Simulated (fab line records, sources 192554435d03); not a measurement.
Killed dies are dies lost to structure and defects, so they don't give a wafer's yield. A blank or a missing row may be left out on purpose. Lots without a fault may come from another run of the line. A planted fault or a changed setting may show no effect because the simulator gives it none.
Which tool did it? | flow n5_finfet | 8 lots, 24 wafers sampled, at 5 steps of a route of 1938

WHAT THE GAUGES READ, wafer by wafer
N5_BEOL_M4_RC_MEAS_101. Usual: DIBL_N 36.3 mV/V, standard deviation 1.4; DIBL_P 35.7 mV/V, standard deviation 1.5; IOFF_N 0.155 nA/um, standard deviation 0.022; IOFF_P 0.204 nA/um, standard deviation 0.027; ION_N 671 uA/um, standard deviation 9; ION_P 459 uA/um, standard deviation 6.2; SS_N 71.5 mV/dec, standard deviation 0.54; SS_P 73.1 mV/dec, standard deviation 0.56; VT_N 250.2 mV, standard deviation 2.6; VT_P -251 mV, standard deviation 3.3.
lot  | measured     | on        | DIBL_N (mV/V)  | DIBL_P (mV/V)  | IOFF_N (nA/um)    | IOFF_P (nA/um)    | ION_N (uA/um) | ION_P (uA/um) | SS_N (mV/dec)  | SS_P (mV/dec)  | VT_N (mV)         | VT_P (mV)      | flag
L320 | day 8 23:38  | prober-02 | 36.2 34.4 36.4 | 35.2 33.4 34.8 | 0.150 0.129 0.161 | 0.229 0.214 0.235 | 666 670 667   | 468 471 461   | 71.1 70.6 70.9 | 73.1 72.0 73.4 | 252.7 251.9 248.3 | -247 -250 -247 |
L321 | day 9 00:10  | prober-01 | 37.8 35.7 36.8 | 37.2 35.6 37.0 | 0.193 0.148 0.185 | 0.243 0.210 0.239 | 674 670 691   | 465 464 470   | 71.1 70.6 71.4 | 74.0 73.3 73.5 | 246.9 250.1 247.2 | -246 -248 -246 |
L325 | day 10 16:14 | prober-01 | 34.8 36.0 36.4 | 33.3 35.0 35.6 | 0.128 0.153 0.152 | 0.189 0.218 0.225 | 669 679 662   | 468 465 464   | 72.3 71.9 71.5 | 73.1 72.9 72.9 | 252.8 248.1 250.0 | -247 -248 -247 |
L329 | day 11 07:46 | prober-01 | 35.8 36.0 36.3 | 33.7 34.3 33.9 | 0.151 0.158 0.159 | 0.171 0.180 0.179 | 668 682 673   | 451 462 457   | 72.0 70.8 71.1 | 73.8 73.5 74.0 | 252.2 250.4 250.6 | -260 -255 -255 |
L328 | day 11 16:56 | prober-01 | 35.5 35.8 34.5 | 37.0 36.9 36.1 | 0.149 0.160 0.144 | 0.189 0.193 0.182 | 677 672 668   | 458 457 454   | 71.5 71.5 71.3 | 73.8 72.9 73.4 | 249.4 250.1 250.6 | -251 -254 -250 |
L330 | day 11 13:34 | prober-01 | 36.8 36.0 35.6 | 34.0 33.6 33.8 | 0.151 0.138 0.136 | 0.169 0.161 0.166 | 666 667 671   | 454 451 457   | 71.4 71.5 71.4 | 72.9 72.5 73.1 | 248.8 253.7 252.2 | -257 -254 -256 |
L338 | day 13 14:47 | prober-01 | 33.6 36.1 33.8 | 33.7 36.6 33.5 | 0.105 0.139 0.106 | 0.161 0.207 0.159 | 653 663 644   | 456 461 452   | 71.3 71.6 70.9 | 72.2 73.2 72.9 | 254.8 251.6 255.0 | -251 -251 -254 |
L339 | day 13 19:38 | prober-01 | 35.3 37.3 35.1 | 34.7 35.9 34.5 | 0.137 0.166 0.135 | 0.179 0.192 0.178 | 669 671 668   | 460 452 457   | 71.7 71.9 71.5 | 72.8 72.1 72.3 | 250.5 249.3 253.9 | -255 -252 -253 |

WHICH TOOL RAN EACH LOT (tool, then ch and the chambers of the sampled wafers, then the start)
lot  | N5_BEOL_M4_DESCUM_16               | N5_BEOL_M4_ETCH_70                 | N5_BEOL_M4_VIA_ETCH_34             | N5_BEOL_M4_STRIP_36
L320 | rie_diel-05 ch 1,2, day 8 16:25    | rie_diel-01 ch 2,3, day 8 18:31    | rie_diel-01 ch 2,3, day 8 18:38    | rie_diel-01 ch 2,3, day 8 18:41
L321 | rie_diel-03 ch 0,1,2, day 8 16:36  | rie_diel-03 ch 0,1,3, day 8 18:31  | rie_diel-03 ch 0,1,3, day 8 18:38  | rie_diel-03 ch 0,1,3, day 8 18:41
L325 | rie_diel-05 ch 0,2,3, day 10 04:39 | rie_diel-03 ch 1,2,3, day 10 11:26 | rie_diel-03 ch 1,2,3, day 10 11:33 | rie_diel-03 ch 1,2,3, day 10 11:37
L329 | rie_diel-01 ch 2,3, day 10 18:17   | rie_diel-05 ch 2,3, day 11 03:13   | rie_diel-05 ch 2,3, day 11 03:19   | rie_diel-05 ch 2,3, day 11 03:22
L328 | rie_diel-03 ch 0,2, day 10 22:41   | rie_diel-03 ch 0,2,3, day 11 11:37 | rie_diel-03 ch 0,2,3, day 11 11:43 | rie_diel-03 ch 0,2,3, day 11 11:47
L330 | rie_diel-05 ch 1,2,3, day 11 04:11 | rie_diel-03 ch 0,1,2, day 11 06:34 | rie_diel-03 ch 0,1,2, day 11 06:41 | rie_diel-03 ch 0,1,2, day 11 06:44
L338 | rie_diel-03 ch 0,1, day 13 03:37   | rie_diel-01 ch 0,1,2, day 13 10:04 | rie_diel-01 ch 0,1,2, day 13 10:10 | rie_diel-01 ch 0,1,2, day 13 10:14
L339 | rie_diel-03 ch 0,1, day 13 11:34   | rie_diel-05 ch 0,1,2, day 13 13:57 | rie_diel-05 ch 0,1,2, day 13 14:04 | rie_diel-05 ch 0,1,2, day 13 14:07
- N5_BEOL_M4_DESCUM_16: chemistry O2, time 7 s.
- N5_BEOL_M4_ETCH_70: etches SOC in N2/H2, target depth 80 nm, overetch 24 nm, time 130 s.
- N5_BEOL_M4_VIA_ETCH_34: etches the open film in C4F6/O2, target depth 69.4 nm, time 65.9 s.
- N5_BEOL_M4_STRIP_36: strips in N2/H2.

WHAT THE TOOLS THEMSELVES READ (means of the sampled wafers that have a number; where no wafer has one, the mark that the record gives instead)
N5_BEOL_M4_DESCUM_16. Usual: drypump_motor_current_A 5.8 A, standard deviation 0.48; oes_product_au 0.77 a.u., standard deviation 0.076; rf_vpp_V 243.3 V, standard deviation 1.5; showerhead_plenum_p_Torr 2.11 Torr, standard deviation 0.079; throttle_valve_pct 20.31 %, standard deviation 0.24.
lot  | tool        | drypump_motor_current_A (A) | oes_product_au (a.u.) | rf_vpp_V (V) | showerhead_plenum_p_Torr (Torr) | throttle_valve_pct (%) | flag
L320 | rie_diel-05 | 6.3                         | 0.70                  | 243.2        | 2.07                            | 20.53                  |
L321 | rie_diel-03 | 6.2                         | 0.80                  | 244.5        | 2.13                            | 20.38                  |
L325 | rie_diel-05 | 5.6                         | 0.70                  | 242.2        | 2.10                            | 20.57                  |
L329 | rie_diel-01 | 5.3                         | 0.79                  | 244.4        | 2.21                            | 20.21                  |
L328 | rie_diel-03 | 6.4                         | 0.81                  | 242.4        | 2.08                            | 20.48                  |
L330 | rie_diel-05 | 6.0                         | 0.78                  | 242.4        | 2.06                            | 20.45                  |
L338 | rie_diel-03 | 5.9                         | 0.78                  | 244.4        | 2.14                            | 20.22                  |
L339 | rie_diel-03 | 5.9                         | 0.78                  | 243.7        | 2.14                            | 20.22                  |

N5_BEOL_M4_ETCH_70. Usual: drypump_motor_current_A 5.8 A, standard deviation 0.49; h2_flow_sccm 200.0 sccm, standard deviation 0.58; oes_product_au 0.58 a.u., standard deviation 0.058; rf_vpp_V 524.5 V, standard deviation 2.7; showerhead_plenum_p_Torr 2.57 Torr, standard deviation 0.097; temp_c 40.00 C, standard deviation 0.098; throttle_valve_pct 17.69 %, standard deviation 0.28.
lot  | tool        | drypump_motor_current_A (A) | h2_flow_sccm (sccm) | oes_product_au (a.u.) | rf_vpp_V (V) | showerhead_plenum_p_Torr (Torr) | temp_c (C) | throttle_valve_pct (%) | flag
L320 | rie_diel-01 | 5.3                         | 199.6               | 0.60                  | 528.2        | 2.69                            | 39.92      | 17.60                  |
L321 | rie_diel-03 | 6.1                         | 199.7               | 0.61                  | 524.2        | 2.53                            | 40.01      | 17.50                  |
L325 | rie_diel-03 | 6.2                         | 199.7               | 0.55                  | 525.4        | 2.57                            | 39.94      | 17.74                  |
L329 | rie_diel-05 | 5.7                         | 200.2               | 0.52                  | 523.0        | 2.53                            | 39.95      | 18.03                  |
L328 | rie_diel-03 | 6.4                         | 200.3               | 0.57                  | 522.9        | 2.50                            | 38.67      | 17.83                  | OFF
L330 | rie_diel-03 | 6.2                         | 200.0               | 0.57                  | 525.7        | 2.58                            | 38.72      | 17.74                  | OFF
L338 | rie_diel-01 | 5.7                         | 199.7               | 0.58                  | 524.4        | 2.55                            | 40.08      | 17.54                  |
L339 | rie_diel-05 | 5.9                         | 200.6               | 0.61                  | 523.0        | 2.53                            | 39.98      | 17.74                  |

N5_BEOL_M4_VIA_ETCH_34. Usual: drypump_motor_current_A 5.8 A, standard deviation 0.49; oes_product_au 0.78 a.u., standard deviation 0.084; rf_vpp_V 663 V, standard deviation 5.8; showerhead_plenum_p_Torr 2.87 Torr, standard deviation 0.1; throttle_valve_pct 30.60 %, standard deviation 0.27.
lot  | tool        | drypump_motor_current_A (A) | oes_product_au (a.u.) | rf_vpp_V (V) | showerhead_plenum_p_Torr (Torr) | throttle_valve_pct (%) | flag
L320 | rie_diel-01 | 5.3                         | 0.81                  | 670          | 3.00                            | 30.51                  |
L321 | rie_diel-03 | 6.1                         | 0.82                  | 660          | 2.84                            | 30.54                  |
L325 | rie_diel-03 | 6.2                         | 0.75                  | 664          | 2.88                            | 30.71                  |
L329 | rie_diel-05 | 5.6                         | 0.70                  | 657          | 2.81                            | 30.92                  |
L328 | rie_diel-03 | 6.4                         | 0.77                  | 659          | 2.81                            | 30.78                  |
L330 | rie_diel-03 | 6.2                         | 0.77                  | 661          | 2.89                            | 30.74                  |
L338 | rie_diel-01 | 5.7                         | 0.78                  | 667          | 2.86                            | 30.40                  |
L339 | rie_diel-05 | 5.9                         | 0.83                  | 659          | 2.83                            | 30.66                  |

N5_BEOL_M4_STRIP_36. Usual: drypump_motor_current_A 5.8 A, standard deviation 0.49; h2_flow_sccm 199.9 sccm, standard deviation 0.53; oes_product_au 0.78 a.u., standard deviation 0.083; rf_vpp_V 59.1 V, standard deviation 1.7; showerhead_plenum_p_Torr 2.56 Torr, standard deviation 0.097; throttle_valve_pct 23.5 %, standard deviation 0.34.
lot  | tool        | drypump_motor_current_A (A) | h2_flow_sccm (sccm) | oes_product_au (a.u.) | rf_vpp_V (V) | showerhead_plenum_p_Torr (Torr) | throttle_valve_pct (%) | flag
L320 | rie_diel-01 | 5.3                         | 200.0               | 0.81                  | 59.5         | 2.68                            | 23.5                   |
L321 | rie_diel-03 | 6.1                         | 199.9               | 0.83                  | 57.9         | 2.53                            | 23.2                   |
L325 | rie_diel-03 | 6.2                         | 199.5               | 0.75                  | 57.9         | 2.56                            | 23.5                   |
L329 | rie_diel-05 | 5.7                         | 200.4               | 0.70                  | 59.4         | 2.52                            | 23.9                   |
L328 | rie_diel-03 | 6.4                         | 200.1               | 0.77                  | 57.8         | 2.50                            | 23.6                   |
L330 | rie_diel-03 | 6.2                         | 200.0               | 0.77                  | 60.0         | 2.58                            | 23.5                   |
L338 | rie_diel-01 | 5.7                         | 200.0               | 0.78                  | 60.2         | 2.55                            | 23.3                   |
L339 | rie_diel-05 | 5.9                         | 199.7               | 0.83                  | 57.9         | 2.53                            | 23.6                   |

THE ANSWER, worked out from the rows above alone
Rule: a lot is off if the mean of its wafers that have a number lies more than 3 standard deviations from the usual mean. A lot without any number at a reading at which 4 lots or more have one is off too. The other lots that the step has rows for count as sound. The gauges are gone through in route order, then the tools' own readings, and for those a lot's mean is taken as printed above. The first step at which some lot is off is used, and at that step the reading that is off furthest; a lot without a number counts as furthest.
Off: L328, L330, at N5_BEOL_M4_ETCH_70 (temp_c).
A tool fits if, at that step or a process step before it, it ran every lot that is off, and no sound lot after the first of them. One fits: rie_diel-03 at N5_BEOL_M4_ETCH_70. Its last sound lot is L325 (day 10 11:26), its first lot that is off L330 (day 11 06:34): a fault that began between those two fits.
The tool's own readings at N5_BEOL_M4_ETCH_70 bear it out: on the lots that are off they differ by more than 5 times the standard deviation of the sound lots' means. temp_c reads 38.70 C there against 39.98 C on the sound lots.

WHAT THE SIMULATOR HAD PUT IN
Process parameter drift: rie_diel-03, from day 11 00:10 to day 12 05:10, at N5_BEOL_M4_ETCH_70. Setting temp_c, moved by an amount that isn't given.
Lots struck among those shown: L330, L328. The rule above found the same.
